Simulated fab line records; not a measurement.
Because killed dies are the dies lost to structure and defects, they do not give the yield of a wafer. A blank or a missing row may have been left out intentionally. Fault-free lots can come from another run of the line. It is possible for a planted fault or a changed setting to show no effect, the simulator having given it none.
Split-lot study	flow n5Finfet	21 wafers read across 7 lots, on a route 1938 steps long

== SPLIT DETAILS ==
At N5_BEOL_M11_ILD_DEP_00 (deposits SiCOH lowk from DEMS/porogen, target thk 308.51 nm, time 58 s), the setting timeS was moved away from the recipe's 58 s on 7 of the 21 wafers read, by -13.2% to +12.4%. This setting was run at the recipe's value on the other wafers.

== FROM THE SPLIT TO THE READING: what the file shows between them, 1 step ==
- N5_BEOL_M11_CURE_71: cures SiCOH lowk, time 240 s

== THE READING ==
M11_ILD_THK at N5_BEOL_M11_THK_MEAS_01, in nm. Fault-free wafers of this fab line usually give 267.0 nm, standard deviation 3 nm.

wafer	tool, chamber at the split	timeS as run, s	against the recipe	M11_ILD_THK, nm	against lot-mates on the recipe
L081.1	pecvd-01, 0	58	recipe	265.0	-
L081.3	pecvd-01, 2	65.19	+12.4%	298.5	+33.5
L081.6	pecvd-01, 1	65.19	+12.4%	304.7	+39.7
L084.3	pecvd-01, 1	58	recipe	262.4	-
L084.4	pecvd-01, 2	58	recipe	269.5	-
L084.6	pecvd-01, 1	58	recipe	272.5	-
L082.1	pecvd-01, 1	58	recipe	261.3	-
L082.4	pecvd-01, 2	58	recipe	267.0	-
L082.5	pecvd-01, 0	58	recipe	265.4	-
L085.1	pecvd-04, 0	50.33	-13.2%	230.4	-36.1
L085.3	pecvd-04, 1	58	recipe	262.9	-
L085.5	pecvd-04, 2	58	recipe	270.1	-
L088.4	pecvd-04, 0	64.64	+11.4%	296.7	+28.3
L088.5	pecvd-04, 1	58	recipe	268.4	-
L088.6	pecvd-04, 2	64.64	+11.4%	297.8	+29.4
L096.1	pecvd-04, 0	58	recipe	265.7	-
L096.2	pecvd-04, 2	58	recipe	264.1	-
L096.4	pecvd-04, 2	58	recipe	268.3	-
L097.1	pecvd-02, 0	63.69	+9.8%	290.7	+19.3
L097.4	pecvd-02, 0	63.69	+9.8%	295.1	+23.7
L097.5	pecvd-02, 2	58	recipe	271.4	-

FIT RESULTS
A straight line over all 21 wafers: M11_ILD_THK changes by +2.73 nm for each +1% of timeS; r = +0.98; the points scatter about the line by 3.2 nm.
The same after taking each lot's own level away (the mean of its wafers on the recipe; 21 wafers): +2.65 nm for each +1%; r = +0.98; scatter 3.3 nm.
The reading moves by 35 nm for the largest change in timeS, on that fit.
The span of the lots' own levels, 264.57 to 271.40 nm, comes to 2.3 times the standard deviation stated above.
The two slopes are in agreement: the lot-to-lot level therefore moves the slope only a little.
Check: for one of the wafers moved furthest among these (-13.2%), held out of the fit, the line's prediction against its lot-mates is -34.8 nm. Against them it came out at -36.1 nm.

== THESE WAFERS: OTHER SPLITS ==
Other splits were also applied to these wafers ahead of the reading. Each is held against what the fit with the lots' levels taken away leaves over:
other split on the same wafers	wafers away from the commonest value	r with M11_ILD_THK (lot level and that fit taken away)
N5_BEOL_M8_DESCUM_16 timeS	6	-0.09
N5_BEOL_M9_DESCUM_16 timeS	3	-0.16
N5_BEOL_M9_COAT_63 spinRpm	9	+0.18

== THE WHOLE CHAIN: every reading that the file lists as answering this split, in the file's order ==
step	what it does	reading	change (the file's fit)	r (the file's)
N5_BEOL_M11_ILD_DEP_00	deposits SiCOH lowk from DEMS/porogen, target thk 308.51 nm, time 58 s	SiCOH_lowk_of_BEOL_M11_ILD_DEP_00.thkNm (the simulator's own value, which no gauge read)	+3.01 nm for each +1% of the setting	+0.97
N5_BEOL_M11_CURE_71	cures SiCOH lowk, time 240 s	SiCOH_lowk_of_BEOL_M11_ILD_DEP_00.thkNm (the simulator's own value, which no gauge read)	+2.66 nm for each +1% of the setting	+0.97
N5_BEOL_M11_THK_MEAS_01		M11_ILD_THK	+2.65 for each +1% of the setting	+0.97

== FILE'S OWN FIT ==
M11_ILD_THK changes by +2.65 nm for each +1% of timeS, r = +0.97.
